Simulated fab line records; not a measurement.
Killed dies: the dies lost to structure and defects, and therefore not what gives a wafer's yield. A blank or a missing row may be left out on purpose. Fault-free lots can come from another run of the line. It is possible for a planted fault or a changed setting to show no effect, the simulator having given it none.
Matching of chambers -- flow n5_finfet -- N5_BEOL_M4_VIA_ETCH_34 on rie_diel-02: 4 sister chambers
The step etches the open film in C4F6/O2, target depth 69.4 nm, time 65.9 s. 4 wafers are shown with their chamber, then 9 later ones without.

## WAFERS, EACH WITH ITS CHAMBER
wafer,chamber,showerhead_plenum_p_Torr (Torr)
L084.1,2,2.79
L088.2,1,2.96
L090.1,0,2.61
L090.6,3,2.74

## WAFERS MISSING THEIR CHAMBER
wafer,showerhead_plenum_p_Torr (Torr)
L091.1,2.96
L091.3,2.78
L091.5,2.74
L095.1,2.95
L095.2,2.61
L095.4,2.77
L096.2,2.73
L096.3,2.61
L096.5,2.77

## THE CHAMBER EACH PASSED THROUGH
wafer,from the rows above,in truth
L091.1,1,1
L091.3,2,2
L091.5,3,3
L095.1,1,1
L095.2,0,0
L095.4,can't be placed: 2 or 3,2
L096.2,3,3
L096.3,0,0
L096.5,can't be placed: 2 or 3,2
7 of 9 placed correctly. Not placeable from these rows: 2 (in 2, the candidates include the true chamber). Placed wrongly: 0.
How it was worked out, from the rows above alone: a wafer's distance from a chamber is the root of the sum, over the readings, of the square of ((its reading less the chamber's mean) divided by the reading's scatter). The wafer belongs to the nearest chamber; if the next one is less than 2 further off, it can't be placed. The mean given for a chamber averages the wafers shown for that chamber. The scatter: with one shown wafer a chamber, the root of the mean of the squares of how far each hidden wafer lies from its nearest shown one.
